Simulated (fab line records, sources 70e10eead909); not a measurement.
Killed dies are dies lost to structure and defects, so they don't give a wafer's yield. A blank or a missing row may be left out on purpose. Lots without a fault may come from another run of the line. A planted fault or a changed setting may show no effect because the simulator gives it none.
Chamber matching | flow nand_harc | NHARC_A_SGD_CUT_DEP_00 on pecvd-03: 3 sister chambers
The step deposits SiNx, target thk 50 nm. 18 wafers are shown with their chamber, then 9 later ones without.

WAFERS WITH THEIR CHAMBER
wafer  | chamber | heater_power_w (W)
L076.2 | 1       | 647
L076.3 | 0       | 681
L076.4 | 1       | 649
L075.3 | 0       | 704
L075.5 | 1       | 616
L075.6 | 2       | 665
L077.4 | 2       | 776
L077.5 | 0       | 680
L077.6 | 1       | 643
L083.2 | 1       | 710
L083.4 | 2       | 802
L083.5 | 1       | 730
L084.2 | 1       | 751
L084.4 | 2       | 799
L084.6 | 0       | 738
L089.1 | 1       | 803
L089.2 | 2       | 831
L089.6 | 1       | 785

SIGNATURES (means of the wafers above)
reading        | chamber 0 | chamber 1 | chamber 2 | scatter within a chamber
heater_power_w | 700.75    | 703.78    | 774.60    | 61
Rule: a wafer's distance from a chamber is the root of the sum, over the readings, of the square of ((its reading less the chamber's mean) divided by the reading's scatter). The wafer belongs to the nearest chamber; if the next one is less than 2 further off, it can't be placed. The scatter: the root of (the sum of the squares of (reading less its chamber's mean) over the shown wafers, divided by (wafers less chambers)).

WAFERS WITHOUT THEIR CHAMBER
wafer  | heater_power_w (W)
L091.3 | 781
L091.4 | 695
L091.6 | 773
L093.4 | 769
L093.5 | 843
L093.6 | 715
L095.2 | 658
L095.5 | 677
L095.6 | 839

WHICH CHAMBER EACH WENT THROUGH
wafer  | from the rows above          | in truth
L091.3 | can't be placed: 2 or 1 or 0 | 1
L091.4 | can't be placed: 0 or 1 or 2 | 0
L091.6 | can't be placed: 2 or 1 or 0 | 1
L093.4 | can't be placed: 2 or 1 or 0 | 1
L093.5 | can't be placed: 2 or 1 or 0 | 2
L093.6 | can't be placed: 1 or 0 or 2 | 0
L095.2 | can't be placed: 0 or 1 or 2 | 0
L095.5 | can't be placed: 0 or 1 or 2 | 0
L095.6 | can't be placed: 2 or 1 or 0 | 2
Placed correctly: 0 of 9. Can't be placed from these rows: 9 (the true chamber is among the candidates in 9). Placed wrongly: 0.
